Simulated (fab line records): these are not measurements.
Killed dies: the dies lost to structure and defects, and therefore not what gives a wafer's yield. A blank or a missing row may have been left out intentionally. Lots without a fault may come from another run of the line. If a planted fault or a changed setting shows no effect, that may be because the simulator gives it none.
A lot that was struck, set against a sound lot :: flow n5-finfet :: 36 steps out of a route of 1938
Sound: wafers L221.2, L221.3, L221.4. The struck wafers were L214.1, L214.2, L214.4. The cause is named last.
Per side, at each step with rows, come the tool, then ch with its chambers, and then its first start. Under that, the readings that differ: sound wafers :: struck wafers :: difference of the means :: sigmas: that difference in standard deviations of wafers without a fault.
alike: readings with means less than 2 such deviations apart, plus words and numbers identical on both sides. not compared: withheld readings, readings lacking a value on some wafer, bounds such as >300 that could conceal the same value, and numbers that have no deviation in the record and whose values overlap.
The two part at a step that has a row with sigmas, a row that says differs or no value, or rows on one side only. When numbers do not overlap yet have no deviation, they are printed without sigmas and do not part them. A reading missing from all wafers of one side parts the sides only when that side holds two or more wafers.

first, 9 steps without rows for these wafers: N5_BEOL_M4_ANNEAL_95 (time 240 s); N5_BEOL_M4_SPUTTER_96 (material Cu, target thk 4.5 nm, time 8.29 s); N5_BEOL_M4_ECD_50 (material Cu, target thk 300 nm); N5_BEOL_M4_ANNEAL_51 (time 90 s); N5_BEOL_M4_CMP_52 (polishes, stops on SiOC, t overpolish 6.8 s, target thk 40 nm); N5_BEOL_M4_PRE_CLEAN_60 (time 15 s); N5_BEOL_M4_CO_CAP_55 (material Co, precursor CCTBA/H2, target thk 2 nm, time 102.1 s); N5_BEOL_M4_PRE_CLEAN_56 (time 15 s); N5_BEOL_M4_DEP_57 (deposits SiCN from 3MS/NH3, target thk 8 nm, time 14 s).
N5_BEOL_M4_RC_MEAS_101:
  sound on prober-02 ch 0, day 14 07:38; struck on prober-02 ch 0, day 12 03:23
  alike: DIBL_N, DIBL_P, IOFF_N, IOFF_P, ION_N, ION_P, SS_N, SS_P, VT_N, VT_P
then, 24 steps without rows for these wafers: N5_BEOL_M5_ILD_DEP_00 (deposits SiCOH lowk from DEMS/porogen, target thk 140.64 nm, time 25.9 s); N5_BEOL_M5_CURE_79 (cures SiCOH lowk, time 240 s); N5_BEOL_M5_PECVD_70 (deposits SiO2 from TEOS/O2, target thk 16 nm, time 18 s); N5_BEOL_M5_HM_DEP_02 (deposits TiN, target thk 20 nm); N5_BEOL_M5_COAT_59 (time 60 s, resist thk 60 nm); N5_BEOL_M5_COAT_60 (time 60 s, resist thk 12 nm); N5_BEOL_M5_COAT_71 (time 60 s, resist thk 5 nm); N5_BEOL_M5_COAT_05 (resist thk 30 nm); N5_BEOL_M5_EBR_07; N5_BEOL_M5_SOFTBAKE_06 (time 60 s); N5_BEOL_M5_EXPOSE_08 (exposes mask M5, target cd 28 nm); N5_BEOL_M5_PEB_09 (peb time 60 s); N5_BEOL_M5_DEVELOP_10 (develop time 30 s); N5_BEOL_M5_DESCUM_16 (chemistry O2, time 7 s); N5_BEOL_M5_ETCH_72 (etches underlayer in N2/H2, target depth 6.5 nm, time 5.2 s); N5_BEOL_M5_ETCH_61 (etches SiARC in CF4, target depth 15.6 nm, time 26 s); N5_BEOL_M5_ETCH_62 (etches SOC in N2/H2, target depth 75 nm, overetch 15 nm, time 112.5 s); N5_BEOL_M5_STRIP_63 (strips in N2/H2); N5_BEOL_M5_STRIP_73 (strips in N2/H2); N5_BEOL_M5_STRIP_64 (strips in CF4); N5_BEOL_M5_HM_OPEN_17 (chemistry Cl2/BCl3, target TiN, target depth 20 nm, overetch 6 nm); N5_BEOL_M5_STRIP_19 (strips in O2); N5_BEOL_M5_COAT_65 (time 60 s, resist thk 60 nm); N5_BEOL_M5_COAT_66 (time 60 s, resist thk 12 nm).
-- record jumps: 4 days separate the struck wafers' starts on either side; left off in module BEOL_M5, taken up again in module MIM_BOT_ETCH, whose first shown step is the route's number 1868 --
N5_MIM_BOT_ETCH_ETCH_00: etches TiN in Cl2/BCl3, target depth 45.5 nm.
  sound on rie-metal-03 ch 0,1, day 18 10:01; struck on rie-metal-01 ch 0,1, day 16 00:40
reading: oes_ar_750_au (a.u.)
sound: 0.83 0.71 0.83
struck: 0.50 0.54 0.54
difference: -0.26
sigmas: -3

reading: oes-product-au (a.u.)
sound: 0.83 0.73 0.84
struck: 0.58 0.64 0.64
difference: -0.18
sigmas: -2

reading: rf-fwd-power-W (W)
sound: 1001 999 998
struck: 754 754 756
difference: -245
sigmas: -82

reading: throttle-valve-pct (%)
sound: 21.53 22.11 21.52
struck: 22.00 22.59 22.60
difference: +0.68
sigmas: +2

reading: model.etch.depth-nm (nm)
sound: 45.61 46.19 45.39
struck: 35.46 36.6 36.74
difference: -9.46
sigmas: 

reading: model.MIM_BOT_ETCH.cd-offset-nm (nm)
sound: -0.2 0 -0.4
struck: 1 0.4 0.2
difference: +1
sigmas: 
  alike: drypump-motor-current-A
  not compared: rf-hours-counter-h
N5_PASSIVATION_PROBE_49:
  the record has rows for the struck wafers here (prober-01, day 16 15:03) and none for the sound ones

WHERE THEY PART
Last at N5_PASSIVATION_PROBE_49 as far as this record goes, first at N5_MIM_BOT_ETCH_ETCH_00.

WHY: whatever the simulator had introduced
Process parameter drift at N5_MIM_BOT_ETCH_ETCH_00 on rie-metal-01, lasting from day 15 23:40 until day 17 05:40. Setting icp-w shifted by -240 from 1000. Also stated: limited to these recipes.
